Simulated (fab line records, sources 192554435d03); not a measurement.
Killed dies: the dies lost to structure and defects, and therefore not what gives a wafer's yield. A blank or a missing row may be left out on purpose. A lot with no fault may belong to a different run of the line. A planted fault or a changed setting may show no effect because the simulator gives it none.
A lot that was struck, set against a sound lot | flow n5Finfet | 42 steps out of a route of 1938
Sound: these wafers, L790.1, L790.3, L790.5. Wafers struck: L797.1, L797.2, L797.3. The cause comes at the end.
Order at every step that has rows: each side's tool, ch and its chambers, its first start. Under that, the readings that differ: sound wafers | struck wafers | difference of the means | sigmas: that difference in standard deviations of wafers without a fault.
alike: readings with means less than 2 such deviations apart, plus words and numbers identical on both sides. not compared: withheld readings, readings lacking a value on some wafer, bounds such as >300 that could conceal the same value, and numbers that have no deviation in the record and whose values overlap.
A row with sigmas, a row that says differs or no value, or rows on one side alone: a step with any of these is where the two part. Non-overlapping numbers with no deviation appear without sigmas and do not part them. A reading missing from all wafers of one side parts the sides only when that side holds two or more wafers.

first, 9 steps without rows for these wafers: N5_BEOL_M4_ANNEAL_95 (time 240 s); N5_BEOL_M4_SPUTTER_96 (material Cu, target thk 4.5 nm, time 8.29 s); N5_BEOL_M4_ECD_50 (material Cu, target thk 300 nm); N5_BEOL_M4_ANNEAL_51 (time 90 s); N5_BEOL_M4_CMP_52 (polishes, stops on SiOC, t overpolish 6.8 s, target thk 40 nm); N5_BEOL_M4_PRE_CLEAN_60 (time 15 s); N5_BEOL_M4_CO_CAP_55 (material Co, precursor CCTBA/H2, target thk 2 nm, time 102.1 s); N5_BEOL_M4_PRE_CLEAN_56 (time 15 s); N5_BEOL_M4_DEP_57 (deposits SiCN from 3MS/NH3, target thk 8 nm, time 14 s).
N5_BEOL_M4_RC_MEAS_101:
  sound on prober-01 ch 0, day 9 06:25; struck on prober-01 ch 0, day 10 20:08
reading       | sound          | struck         | difference | sigmas
DIBL_N (mV/V) | 38.4 38.6 37.8 | 35.7 33.5 35.1 | -3.5       | -2
ION_P (uA/um) | 475 477 472    | 464 455 463    | -14        | -2
  alike: DIBL_P, IOFF_N, IOFF_P, ION_N, SS_N, SS_P, VT_N, VT_P
then, 24 steps without rows for these wafers: N5_BEOL_M5_ILD_DEP_00 (deposits SiCOH lowk from DEMS/porogen, target thk 140.64 nm, time 25.9 s); N5_BEOL_M5_CURE_79 (cures SiCOH lowk, time 240 s); N5_BEOL_M5_PECVD_70 (deposits SiO2 from TEOS/O2, target thk 16 nm, time 18 s); N5_BEOL_M5_HM_DEP_02 (deposits TiN, target thk 20 nm); N5_BEOL_M5_COAT_59 (time 60 s, resist thk 60 nm); N5_BEOL_M5_COAT_60 (time 60 s, resist thk 12 nm); N5_BEOL_M5_COAT_71 (time 60 s, resist thk 5 nm); N5_BEOL_M5_COAT_05 (resist thk 30 nm); N5_BEOL_M5_EBR_07; N5_BEOL_M5_SOFTBAKE_06 (time 60 s); N5_BEOL_M5_EXPOSE_08 (exposes mask M5, target cd 28 nm); N5_BEOL_M5_PEB_09 (peb time 60 s); N5_BEOL_M5_DEVELOP_10 (develop time 30 s); N5_BEOL_M5_DESCUM_16 (chemistry O2, time 7 s); N5_BEOL_M5_ETCH_72 (etches underlayer in N2/H2, target depth 6.5 nm, time 5.2 s); N5_BEOL_M5_ETCH_61 (etches SiARC in CF4, target depth 15.6 nm, time 26 s); N5_BEOL_M5_ETCH_62 (etches SOC in N2/H2, target depth 75 nm, overetch 15 nm, time 112.5 s); N5_BEOL_M5_STRIP_63 (strips in N2/H2); N5_BEOL_M5_STRIP_73 (strips in N2/H2); N5_BEOL_M5_STRIP_64 (strips in CF4); N5_BEOL_M5_HM_OPEN_17 (chemistry Cl2/BCl3, target TiN, target depth 20 nm, overetch 6 nm); N5_BEOL_M5_STRIP_19 (strips in O2); N5_BEOL_M5_COAT_65 (time 60 s, resist thk 60 nm); N5_BEOL_M5_COAT_66 (time 60 s, resist thk 12 nm).
-- a jump in the record: the struck wafers' starts before and after are 3 days apart (it breaks off in module BEOL_M5 and resumes in module BEOL_M13, where the first step shown is number 1659 of the route) --
N5_BEOL_M13_ILD_DEP_00: deposits SiOC from DEMS/O2, target thk 837.92 nm, time 166.4 s.
  sound on pecvd-04 ch 0,2, day 12 04:13; struck on pecvd-04 ch 0,1,2, day 13 22:54
  alike: heaterPowerW, showerheadPlenumPTorr, throttleValvePct
N5_BEOL_M13_THK_MEAS_01:
  sound on filmMetro-01 at day 12 04:22; struck on filmMetro-01 at day 13 23:03
reading          | sound       | struck         | difference | sigmas
M13_ILD_THK (nm) | 829 827 838 | 1674 1657 1665 | +834       | +89
N5_BEOL_M13_VIA_ETCH_16: etches SiOC in C4F8/O2/Ar, target depth 921.7 nm.
  sound on rieDiel-06 ch 1,2,3, day 12 04:50; struck on rieDiel-06 ch 0,1,3, day 13 23:32
reading                                      | sound           | struck         | difference | sigmas
model.etch.depthNm (nm)                      | 829.2 827 837.6 | 1675 1657 1665 | +834       | 
model.SiOC_of_BEOL_M13_ILD_DEP_00.thkNm (nm) | 829.2 827 837.6 | 1368 1372 1367 | +538       | 
model.BARC_of_BEOL_M13_COAT_58.thkNm (nm)    | 89.2 89.2 89    | 0 0 0          | -89        | 
  alike: C4F8_flow_sccm, drypumpMotorCurrentA, oesProductAu, rfVppV, showerheadPlenumPTorr, throttleValvePct
N5_BEOL_M13_STRIP_63: strips in N2/H2.
  sound on plasmaAsher-02 ch 1, day 12 05:04; struck on plasmaAsher-02 ch 0,1, day 13 23:46
reading                  | sound             | struck            | difference | sigmas
oesProductAu (a.u.)      | 0.674 0.675 0.679 | 0.223 0.236 0.233 | -0.445     | -91
stripTimeToEndpointS (s) | 29.4 29.3 28.2    | 0.0 0.0 0.0       | -29.0      | -29
  alike: drypumpMotorCurrentA, heaterPowerW, tempC
  not compared: rfHoursCounterH
N5_BEOL_M13_STRIP_64: strips in N2/H2.
  sound on plasmaAsher-02 ch 1, day 12 05:08; struck on plasmaAsher-02 ch 0,1, day 13 23:50
reading                  | sound             | struck            | difference | sigmas
oesProductAu (a.u.)      | 0.712 0.713 0.722 | 0.237 0.243 0.236 | -0.477     | -99 or more
stripTimeToEndpointS (s) | 31.40 31.36 31.33 | 0.06 0.05 0.04    | -31.31     | -99 or more
  alike: drypumpMotorCurrentA, heaterPowerW, tempC
  not compared: rfHoursCounterH
N5_BEOL_M13_CD_MEAS_17: target cd 190 nm.
  sound on cdSem-03 at day 12 05:17; struck on cdSem-01 at day 14 00:01
reading   | sound             | struck            | difference | sigmas
cdNm (nm) | 191.0 190.8 189.4 | 277.0 271.5 273.8 | +83.7      | +70
N5_BEOL_M13_CMP_49: polishes, stops on SiOC, t overpolish 17.1 s, target thk 420 nm.
  sound on cmp-01 ch 0,1, day 12 11:27; struck on cmp-01 ch 1,2,3, day 14 02:28
reading                                      | sound           | struck         | difference | sigmas
model.SiOC_of_BEOL_M13_ILD_DEP_00.thkNm (nm) | 769 769.4 779.4 | 1309 1315 1310 | +539       | 
  alike: barrierFieldEndpointS, motorCurrentA, overpolishRunS
N5_PASSIVATION_PROBE_49:
  sound on prober-02 at day 13 20:05; struck on prober-01 at day 15 04:33
reading                 | sound          | struck         | difference | sigmas
defectLimitedYield (%)  | 93.0 88.6 89.0 | 0.7 0.5 0.3    | -89.7      | -64
killed_at_M0_to_M3      | 26 39 45       | 9 6 12         | -28        | -3
killed_at_M4_up         | 9 21 8         | 1152 1158 1153 | +1142      | +99 or more
killedAtContacts        | 15 30 21       | 4 2 3          | -19        | -3
killedAtFrontEnd        | 33 36 48       | 5 7 7          | -33        | -3
killedDies              | 83 134 130     | 1172 1174 1177 | +1059      | +66
killedOnRim             | 12 17 18       | 151 150 152    | +135       | +36
killedOpen              | 61 98 79       | 12 11 14       | -67        | -6
killedShort             | 21 35 51       | 8 6 10         | -28        | -4
sort_bin_5_function (%) | 3.6 7.0 5.8    | 73.6 73.9 73.2 | +68.1      | +76
sortNPass               | 1097 1046 1050 | 8 6 3          | -1059      | -66
sortYieldPct (%)        | 93.0 88.6 89.0 | 0.7 0.5 0.3    | -89.7      | -64
  alike: killedAtOther, sort_bin_6_memory

WHERE THEY PART
Last at N5_PASSIVATION_PROBE_49 as far as this record goes, first at N5_BEOL_M4_RC_MEAS_101.

WHY: whatever the simulator had introduced
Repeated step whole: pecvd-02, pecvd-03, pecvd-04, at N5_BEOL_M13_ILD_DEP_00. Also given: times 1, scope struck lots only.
